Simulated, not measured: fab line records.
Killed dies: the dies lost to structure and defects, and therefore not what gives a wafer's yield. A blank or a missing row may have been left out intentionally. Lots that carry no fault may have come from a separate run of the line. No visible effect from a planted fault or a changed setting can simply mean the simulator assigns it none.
Which tool was responsible? + flow n5Finfet + 15 lots, 43 wafers sampled, at 7 steps of a route of 1938

WHAT EACH GAUGE READ, for each wafer
N5_PMOS_HMC_CHANNEL_EPI_THK_MEAS_22. Usual: HMC_CMP_THK 53.7 nm, standard deviation 0.97.
| lot  | measured    | on           | HMC_CMP_THK (nm) | flag |
|------|-------------|--------------|------------------|------|
| L799 | day 1 19:36 | filmMetro-01 | 52.2 55.2 53.3   |      |
| L800 | day 2 02:14 | filmMetro-02 | 54.1 53.6 53.3   |      |
| L802 | day 2 14:14 | filmMetro-01 | 51.4 52.9 53.3   |      |
| L803 | day 2 19:57 | filmMetro-01 | 52.1 53.2 53.8   |      |
| L805 | day 3 10:31 | filmMetro-01 | 53.6 53.9 53.0   |      |
| L806 | day 3 13:47 | filmMetro-01 | 54.4 52.7 52.4   |      |
| L807 | day 3 21:10 | filmMetro-01 | 52.7 53.5 52.8   |      |
| L808 | day 4 02:45 | filmMetro-01 | 52.3 53.5 51.9   |      |
| L809 | day 4 07:52 | filmMetro-01 | 56.0 56.0 52.6   |      |
| L810 | day 4 15:09 | filmMetro-01 | 55.6 55.4        |      |
| L813 | day 5 07:47 | filmMetro-02 | 53.5 53.0        |      |
| L816 | day 6 02:28 | filmMetro-01 | 53.3 53.2 53.1   |      |
| L818 | day 6 14:04 | filmMetro-02 | 53.6 54.4 54.2   |      |
| L820 | day 7 01:56 | filmMetro-02 | 53.9 54.2 53.9   |      |
| L822 | day 7 14:21 | filmMetro-02 | 54.7 55.7 55.7   |      |

N5_FIN_SAQP_THK_MEAS_05. Usual: thkNm at 37.9 nm, with a standard deviation of 0.6.
| lot  | measured    | on           | thkNm (nm)     | flag |
|------|-------------|--------------|----------------|------|
| L799 | day 1 21:11 | filmMetro-01 | 38.0 37.9 37.7 |      |
| L800 | day 2 03:26 | filmMetro-02 | 38.1 37.7 38.7 |      |
| L802 | day 2 15:23 | filmMetro-02 | 37.9 38.8 39.0 |      |
| L803 | day 2 21:08 | filmMetro-02 | 37.6 37.7 37.5 |      |
| L805 | day 3 12:01 | filmMetro-01 | 37.9 38.4 38.2 |      |
| L806 | day 3 14:53 | filmMetro-01 | 37.5 37.7 38.3 |      |
| L807 | day 3 23:13 | filmMetro-02 | 38.2 37.5 37.9 |      |
| L808 | day 4 03:53 | filmMetro-01 | 33.5 37.8 38.0 |      |
| L809 | day 4 09:34 | filmMetro-01 | 37.4 37.9 37.6 |      |
| L810 | day 4 17:31 | filmMetro-02 | 38.1 35.0      |      |
| L813 | day 5 08:57 | filmMetro-02 | 34.1 38.4      |      |
| L816 | day 6 03:41 | filmMetro-02 | 38.3 37.5 38.4 |      |
| L818 | day 6 15:17 | filmMetro-02 | 37.3 38.3 37.9 |      |
| L820 | day 7 03:04 | filmMetro-02 | 37.2 36.9 37.3 |      |
| L822 | day 7 15:37 | filmMetro-02 | 37.5 37.8 38.4 |      |

N5_BEOL_M4_RC_MEAS_101. Usual: DIBL_N 35.8 mV/V, standard deviation 1.6; DIBL_P 36.0 mV/V, standard deviation 2.1; IOFF_N 0.153 nA/um, standard deviation 0.026; IOFF_P 0.21 nA/um, standard deviation 0.037; ION_N 673 uA/um, standard deviation 11; ION_P 462 uA/um, standard deviation 7.6; SS_N 71.4 mV/dec, standard deviation 0.53; SS_P 73.2 mV/dec, standard deviation 0.67; VT_N 250 mV, standard deviation 3.2; VT_P -250 mV, standard deviation 3.7.
| lot  | measured     | on        | DIBL_N (mV/V)  | DIBL_P (mV/V)  | IOFF_N (nA/um)    | IOFF_P (nA/um) | ION_N (uA/um) | ION_P (uA/um) | SS_N (mV/dec)  | SS_P (mV/dec)  | VT_N (mV)   | VT_P (mV)      | flag |
|------|--------------|-----------|----------------|----------------|-------------------|----------------|---------------|---------------|----------------|----------------|-------------|----------------|------|
| L799 | day 8 01:25  | prober-02 | 37.3 33.5 37.9 | 39.2 33.7 38.8 | 0.188 0.117 0.207 | 0.26 0.17 0.27 | 684 662 700   | 476 463 476   | 70.9 71.1 71.1 | 74.0 72.5 74.2 | 245 256 243 | -248 -251 -245 |      |
| L800 | day 8 09:25  | prober-02 | 35.3 37.4 35.5 | 36.1 37.9 35.7 | 0.139 0.165 0.137 | 0.18 0.20 0.18 | 670 675 673   | 453 460 456   | 71.1 71.7 71.6 | 73.2 73.4 72.4 | 252 250 253 | -255 -250 -252 |      |
| L802 | day 9 00:14  | prober-02 | 38.4 39.5 36.4 | 37.5 39.5 35.9 | 0.175 0.193 0.144 | 0.22 0.27 0.20 | 679 685 678   | 461 473 464   | 72.8 72.2 70.8 | 73.6 74.4 73.0 | 251 250 251 | -251 -249 -253 |      |
| L803 | day 9 06:08  | prober-01 | 37.5 37.4 36.8 | 36.1 36.3 35.5 | 0.193 0.183 0.180 | 0.24 0.25 0.24 | 691 685 697   | 468 471 476   | 71.4 70.9 70.6 | 73.7 73.9 72.9 | 245 246 245 | -246 -243 -243 |      |
| L805 | day 9 15:37  | prober-02 | 37.0 35.2 35.6 | 38.7 35.6 36.5 | 0.192 0.153 0.159 | 0.25 0.20 0.21 | 690 680 670   | 467 464 463   | 71.4 71.2 71.8 | 73.6 73.2 72.8 | 248 250 252 | -247 -253 -250 |      |
| L806 | day 9 15:46  | prober-01 | 33.7 33.4 31.5 | 33.4 32.9 30.3 | 0.121 0.111 0.091 | 0.17 0.15 0.13 | 658 653 647   | 458 450 445   | 70.6 70.4 70.2 | 72.8 72.2 72.0 | 253 254 256 | -255 -253 -257 |      |
| L807 | day 9 19:12  | prober-02 | 33.3 36.3 35.0 | 32.7 35.2 33.4 | 0.107 0.143 0.119 | 0.16 0.18 0.17 | 663 666 652   | 457 453 448   | 71.0 71.6 71.0 | 72.5 73.1 73.6 | 257 254 255 | -256 -251 -253 |      |
| L808 | day 10 08:57 | prober-01 | 35.6 35.3 36.4 | 35.8 35.7 37.6 | 0.145 0.153 0.168 | 0.19 0.20 0.22 | 674 688 688   | 463 468 469   | 71.5 70.8 71.9 | 73.5 72.8 72.6 | 249 249 246 | -251 -249 -248 |      |
| L809 | day 11 00:27 | prober-01 | 36.1 35.8 35.7 | 38.3 37.3 36.3 | 0.179 0.177 0.165 | 0.27 0.27 0.23 | 676 675 670   | 469 474 467   | 71.6 71.6 71.9 | 74.0 74.0 72.8 | 250 247 248 | -243 -244 -248 |      |
| L810 | day 11 05:35 | prober-01 | 37.1 36.5      | 39.2 38.2      | 0.186 0.170       | 0.24 0.23      | 670 678       | 452 462       | 71.4 72.0      | 74.0 73.9      | 246 248     | -250 -250      |      |
| L813 | day 11 09:40 | prober-02 | 38.6 36.9      | 39.0 36.4      | 0.208 0.161       | 0.26 0.22      | 691 676       | 472 463       | 71.5 71.7      | 74.3 73.1      | 246 248     | -246 -247      |      |
| L816 | day 12 11:53 | prober-01 | 35.1 35.1 37.1 | 36.0 35.8 38.2 | 0.145 0.148 0.178 | 0.19 0.19 0.22 | 665 671 678   | 459 458 460   | 70.7 71.4 72.4 | 73.7 72.8 74.1 | 251 249 249 | -252 -250 -252 |      |
| L818 | day 13 01:37 | prober-01 | 36.5 37.5 34.7 | 36.6 37.0 35.0 | 0.159 0.174 0.136 | 0.20 0.21 0.18 | 669 680 661   | 459 464 460   | 71.4 72.2 70.6 | 73.7 73.4 72.9 | 253 250 253 | -251 -249 -254 |      |
| L820 | day 13 14:24 | prober-02 | 37.5 38.3 38.3 | 38.2 39.0 38.8 | 0.156 0.157 0.167 | 0.21 0.24 0.22 | 668 672 674   | 458 469 458   | 71.6 71.8 71.5 | 73.6 74.3 73.8 | 251 252 248 | -251 -250 -249 |      |
| L822 | day 13 18:08 | prober-01 | 38.3 34.6 35.0 | 36.3 32.5 33.8 | 0.182 0.124 0.136 | 0.21 0.17 0.18 | 675 668 665   | 454 456 461   | 71.5 71.3 71.1 | 73.9 72.6 73.1 | 248 254 249 | -251 -253 -253 |      |

WHAT TOOL EACH LOT RAN ON (gives the tool, then ch and the chambers of the sampled wafers, and finally the start)
| lot  | N5_PMOS_HMC_CHANNEL_EPI_HM_OPEN_15 | N5_FIN_SAQP_DENSIFY_62         | N5_FIN_SAQP_HM_DEP_03          | N5_FIN_SAQP_HM_OPEN_33           |
|------|------------------------------------|--------------------------------|--------------------------------|----------------------------------|
| L799 | rieDiel-02 ch 0,1,3, day 1 17:25   | rtpAnneal-02 ch 0, day 1 20:53 | pecvd-02 ch 0,1,2, day 1 21:05 | rieDiel-06 ch 1,2,3, day 2 02:02 |
| L800 | rieDiel-02 ch 0,3, day 1 23:38     | rtpAnneal-02 ch 0, day 2 03:08 | pecvd-02 ch 0,2, day 2 03:21   | rieDiel-05 ch 0,1,2, day 2 08:22 |
| L802 | rieDiel-04 ch 0,2,3, day 2 11:39   | rtpAnneal-01 ch 0, day 2 15:03 | pecvd-04 ch 0,1, day 2 15:16   | rieDiel-01 ch 1,2, day 2 19:57   |
| L803 | rieDiel-03 ch 1,2,3, day 2 17:46   | rtpAnneal-01 ch 0, day 2 20:48 | pecvd-03 ch 0,2, day 2 21:01   | rieDiel-06 ch 1,2,3, day 3 01:46 |
| L805 | rieDiel-03 ch 1,2, day 3 07:25     | rtpAnneal-02 ch 0, day 3 11:43 | pecvd-02 ch 0,2, day 3 11:54   | rieDiel-01 ch 0,1,3, day 3 16:43 |
| L806 | rieDiel-03 ch 0,2,3, day 3 11:35   | rtpAnneal-02 ch 0, day 3 14:35 | pecvd-04 ch 0,1,2, day 3 14:48 | rieDiel-05 ch 0,2,3, day 3 19:29 |
| L807 | rieDiel-03 ch 2,3, day 3 18:59     | rtpAnneal-01 ch 0, day 3 22:56 | pecvd-04 ch 0,1,2, day 3 23:08 | rieDiel-05 ch 0,3, day 4 03:44   |
| L808 | rieDiel-04 ch 0,2, day 4 00:34     | rtpAnneal-02 ch 0, day 4 03:37 | pecvd-04 ch 0,1,2, day 4 03:48 | rieDiel-01 ch 0,1,3, day 4 08:41 |
| L809 | rieDiel-02 ch 0,3, day 4 05:40     | rtpAnneal-01 ch 0, day 4 09:16 | pecvd-03 ch 0,1, day 4 09:29   | rieDiel-06 ch 0,3, day 4 13:53   |
| L810 | rieDiel-02 ch 0,2, day 4 12:34     | rtpAnneal-01 ch 0, day 4 17:16 | pecvd-04 ch 0,1, day 4 17:26   | rieDiel-06 ch 0,3, day 4 22:22   |
| L813 | rieDiel-03 ch 1,2, day 5 05:37     | rtpAnneal-02 ch 0, day 5 08:41 | pecvd-04 ch 0,2, day 5 08:52   | rieDiel-05 ch 2,3, day 5 13:32   |
| L816 | rieDiel-03 ch 0,3, day 5 23:53     | rtpAnneal-01 ch 0, day 6 03:23 | pecvd-02 ch 0,2, day 6 03:35   | rieDiel-05 ch 2,3, day 6 07:56   |
| L818 | rieDiel-03 ch 0,1,3, day 6 11:29   | rtpAnneal-01 ch 0, day 6 15:02 | pecvd-02 ch 1,2, day 6 15:11   | rieDiel-01 ch 2,3, day 6 20:23   |
| L820 | rieDiel-03 ch 0,2,3, day 6 23:45   | rtpAnneal-01 ch 0, day 7 02:46 | pecvd-03 ch 1,2, day 7 02:59   | rieDiel-06 ch 0,1,2, day 7 07:41 |
| L822 | rieDiel-04 ch 1,2,3, day 7 11:38   | rtpAnneal-02 ch 0, day 7 15:19 | pecvd-03 ch 0,2, day 7 15:32   | rieDiel-06 ch 1,2,3, day 7 21:22 |
- N5_PMOS_HMC_CHANNEL_EPI_HM_OPEN_15: chemistry CHF3/O2, target SiO2, target depth 40.6 nm, time 20.3 s.
- N5_FIN_SAQP_DENSIFY_62: time 60 s.
- N5_FIN_SAQP_HM_DEP_03: deposits SiNx from SiH4/NH3/N2, target thk 38 nm, time 33.6 s.
- N5_FIN_SAQP_HM_OPEN_33: chemistry CH3F/O2, target SiNx, target depth 49.4 nm, time 70.6 s.

AS READ BY THE TOOLS THEMSELVES (means over the sampled wafers that have a number; for cases with no such wafer, the mark the record gives instead)
N5_PMOS_HMC_CHANNEL_EPI_HM_OPEN_15. Usual: CHF3_flow_sccm 50.00 sccm, standard deviation 0.13; chamberPressureMTorr 29.998 mTorr, standard deviation 0.028; drypumpMotorCurrentA 5.8 A, standard deviation 0.51; oesProductAu 0.75 a.u., standard deviation 0.041; rfVppV 525 V, standard deviation 5.5; showerheadPlenumPTorr 2.40 Torr, standard deviation 0.084; throttleValvePct 18.91 %, standard deviation 0.18.
| lot  | tool       | CHF3_flow_sccm (sccm) | chamberPressureMTorr (mTorr) | drypumpMotorCurrentA (A) | oesProductAu (a.u.) | rfVppV (V) | showerheadPlenumPTorr (Torr) | throttleValvePct (%) | flag |
|------|------------|-----------------------|------------------------------|--------------------------|---------------------|------------|------------------------------|----------------------|------|
| L799 | rieDiel-02 | 49.97                 | 30.002                       | 6.0                      | 0.78                | 528        | 2.46                         | 18.83                |      |
| L800 | rieDiel-02 | 50.09                 | 29.977                       | 6.1                      | 0.74                | 533        | 2.51                         | 18.95                |      |
| L802 | rieDiel-04 | 49.94                 | 30.018                       | 5.9                      | 0.77                | 529        | 2.42                         | 18.99                |      |
| L803 | rieDiel-03 | 50.11                 | 30.003                       | 5.7                      | 0.75                | 521        | 2.38                         | 18.84                |      |
| L805 | rieDiel-03 | 50.07                 | 29.981                       | 6.1                      | 0.75                | 521        | 2.40                         | 18.81                |      |
| L806 | rieDiel-03 | 50.15                 | 30.031                       | 5.5                      | 0.74                | 523        | 2.34                         | 18.90                |      |
| L807 | rieDiel-03 | 49.87                 | 29.998                       | 5.3                      | 0.75                | 520        | 2.37                         | 18.76                |      |
| L808 | rieDiel-04 | 49.88                 | 29.997                       | 5.7                      | 0.77                | 522        | 2.38                         | 18.98                |      |
| L809 | rieDiel-02 | 50.17                 | 29.978                       | 5.6                      | 0.79                | 532        | 2.52                         | 18.86                |      |
| L810 | rieDiel-02 | 50.02                 | 30.002                       | 5.7                      | 0.79                | 527        | 2.47                         | 18.73                |      |
| L813 | rieDiel-03 | 50.04                 | 30.011                       | 5.9                      | 0.74                | 522        | 2.40                         | 18.77                |      |
| L816 | rieDiel-03 | 50.05                 | 30.004                       | 5.7                      | 0.71                | 524        | 2.30                         | 19.08                |      |
| L818 | rieDiel-03 | 49.95                 | 29.982                       | 5.9                      | 0.72                | 523        | 2.33                         | 19.03                |      |
| L820 | rieDiel-03 | 50.00                 | 30.013                       | 5.5                      | 0.72                | 523        | 2.33                         | 18.95                |      |
| L822 | rieDiel-04 | 50.01                 | 30.006                       | 5.8                      | 0.73                | 524        | 2.47                         | 18.93                |      |

N5_FIN_SAQP_DENSIFY_62. Usual: lampPowerPct 9.84 %, standard deviation 0.054; lamp_zone_6_pct 9.771 %, standard deviation 0.012; wafer_temp_C_max 703.3, standard deviation 0.6.
| lot  | tool         | lampPowerPct (%) | lamp_zone_6_pct (%) | wafer_temp_C_max | flag |
|------|--------------|------------------|---------------------|------------------|------|
| L799 | rtpAnneal-02 | 9.84             | 9.780               | 703.8            |      |
| L800 | rtpAnneal-02 | 9.86             | 9.774               | 703.1            |      |
| L802 | rtpAnneal-01 | 9.87             | 9.767               | 703.9            |      |
| L803 | rtpAnneal-01 | 9.87             | 9.779               | 703.3            |      |
| L805 | rtpAnneal-02 | 9.85             | 9.781               | 703.3            |      |
| L806 | rtpAnneal-02 | 9.84             | 9.766               | 703.3            |      |
| L807 | rtpAnneal-01 | 9.84             | 9.770               | 703.3            |      |
| L808 | rtpAnneal-02 | 9.86             | 9.777               | 703.2            |      |
| L809 | rtpAnneal-01 | 9.87             | 9.770               | 703.6            |      |
| L810 | rtpAnneal-01 | 9.82             | 9.759               | 704.2            |      |
| L813 | rtpAnneal-02 | 9.80             | 9.768               | 702.6            |      |
| L816 | rtpAnneal-01 | 9.83             | 9.768               | 704.1            |      |
| L818 | rtpAnneal-01 | 9.85             | 9.776               | 703.1            |      |
| L820 | rtpAnneal-01 | 9.88             | 9.775               | 702.9            |      |
| L822 | rtpAnneal-02 | 9.89             | 9.788               | 703.3            |      |

N5_FIN_SAQP_HM_DEP_03. Usual: heaterPowerW 793 W, standard deviation 97; showerheadPlenumPTorr 5.18 Torr, standard deviation 0.078; throttleValvePct 39.9 %, standard deviation 1.8.
| lot  | tool     | heaterPowerW (W) | showerheadPlenumPTorr (Torr) | throttleValvePct (%) | flag |
|------|----------|------------------|------------------------------|----------------------|------|
| L799 | pecvd-02 | 790              | 5.17                         | 40.1                 |      |
| L800 | pecvd-02 | 849              | 5.15                         | 38.6                 |      |
| L802 | pecvd-04 | 818              | 5.20                         | 39.6                 |      |
| L803 | pecvd-03 | 858              | 5.24                         | 39.9                 |      |
| L805 | pecvd-02 | 911              | 5.17                         | 38.9                 |      |
| L806 | pecvd-04 | 797              | 5.15                         | 38.9                 |      |
| L807 | pecvd-04 | 739              | 5.15                         | 39.0                 |      |
| L808 | pecvd-04 | 791              | 5.14                         | 38.8                 |      |
| L809 | pecvd-03 | 744              | 5.29                         | 41.0                 |      |
| L810 | pecvd-04 | 720              | 5.16                         | 39.9                 |      |
| L813 | pecvd-04 | 774              | 5.11                         | 39.0                 |      |
| L816 | pecvd-02 | 907              | 5.18                         | 38.9                 |      |
| L818 | pecvd-02 | 673              | 5.16                         | 41.3                 |      |
| L820 | pecvd-03 | 810              | 5.24                         | 41.7                 |      |
| L822 | pecvd-03 | 816              | 5.18                         | 40.1                 |      |

N5_FIN_SAQP_HM_OPEN_33. Usual: for chamberPressureMTorr, 29.997 mTorr with a standard deviation of 0.028; for drypumpMotorCurrentA, 5.7 A with a standard deviation of 0.52; for etchRfOnTimeS, 69.2 s with a standard deviation of 1.5; for oesProductAu, 0.67 a.u. with a standard deviation of 0.066; for rfVppV, 302 V with a standard deviation of 4.6; for showerheadPlenumPTorr, 2.05 Torr with a standard deviation of 0.059; for throttleValvePct, 16.41 % with a standard deviation of 0.22.
| lot  | tool       | chamberPressureMTorr (mTorr) | drypumpMotorCurrentA (A) | etchRfOnTimeS (s) | oesProductAu (a.u.) | rfVppV (V) | showerheadPlenumPTorr (Torr) | throttleValvePct (%) | flag |
|------|------------|------------------------------|--------------------------|-------------------|---------------------|------------|------------------------------|----------------------|------|
| L799 | rieDiel-06 | 29.989                       | 5.9                      | 69.7              | 0.65                | 299        | 2.04                         | 16.37                |      |
| L800 | rieDiel-05 | 29.980                       | 5.8                      | 68.5              | 0.67                | 304        | 2.07                         | 16.42                |      |
| L802 | rieDiel-01 | 30.015                       | 6.0                      | 70.8              | 0.64                | 298        | 2.05                         | 16.46                |      |
| L803 | rieDiel-06 | 29.998                       | 5.8                      | 68.3              | 0.65                | 298        | 2.03                         | 16.38                |      |
| L805 | rieDiel-01 | 29.993                       | 5.4                      | 69.5              | 0.67                | 302        | 2.00                         | 16.53                |      |
| L806 | rieDiel-05 | 30.009                       | 5.8                      | 68.9              | 0.67                | 300        | 2.07                         | 16.30                |      |
| L807 | rieDiel-05 | 29.997                       | 6.0                      | 68.1              | 0.73                | 299        | 2.08                         | 16.06                |      |
| L808 | rieDiel-01 | 30.020                       | 5.5                      | 66.4              | 0.66                | 302        | 2.00                         | 16.56                |      |
| L809 | rieDiel-06 | 29.987                       | 5.5                      | 67.8              | 0.70                | 300        | 1.98                         | 16.38                |      |
| L810 | rieDiel-06 | 29.962                       | 5.3                      | 66.5              | 0.71                | 300        | 1.98                         | 16.34                |      |
| L813 | rieDiel-05 | 29.995                       | 5.4                      | 66.4              | 0.69                | 302        | 2.10                         | 16.31                |      |
| L816 | rieDiel-05 | 29.996                       | 5.3                      | 69.7              | 0.65                | 303        | 2.09                         | 16.45                |      |
| L818 | rieDiel-01 | 30.016                       | 5.8                      | 68.7              | 0.64                | 298        | 2.08                         | 16.58                |      |
| L820 | rieDiel-06 | 29.975                       | 5.6                      | 67.9              | 0.66                | 300        | 2.01                         | 16.35                |      |
| L822 | rieDiel-06 | 30.012                       | 5.9                      | 69.6              | 0.63                | 298        | 2.02                         | 16.46                |      |

THE ANSWER, worked out from the rows above alone
Rule: take the mean of a lot's wafers that have a number; if it is more than 3 standard deviations from the usual mean, the lot is off. Also off: a lot with no number at a reading for which 4 or more lots have one. Where the step has rows for the other lots, those lots are counted as sound. First the gauges in route order, then the tools' own readings, where a lot's mean is used as printed above. The first step at which some lot is off is used, and at that step the reading that is off furthest; a lot without a number counts as furthest.
None of the lots is off at any reading shown; this tells nothing.

WHAT THE SIMULATOR PUT IN
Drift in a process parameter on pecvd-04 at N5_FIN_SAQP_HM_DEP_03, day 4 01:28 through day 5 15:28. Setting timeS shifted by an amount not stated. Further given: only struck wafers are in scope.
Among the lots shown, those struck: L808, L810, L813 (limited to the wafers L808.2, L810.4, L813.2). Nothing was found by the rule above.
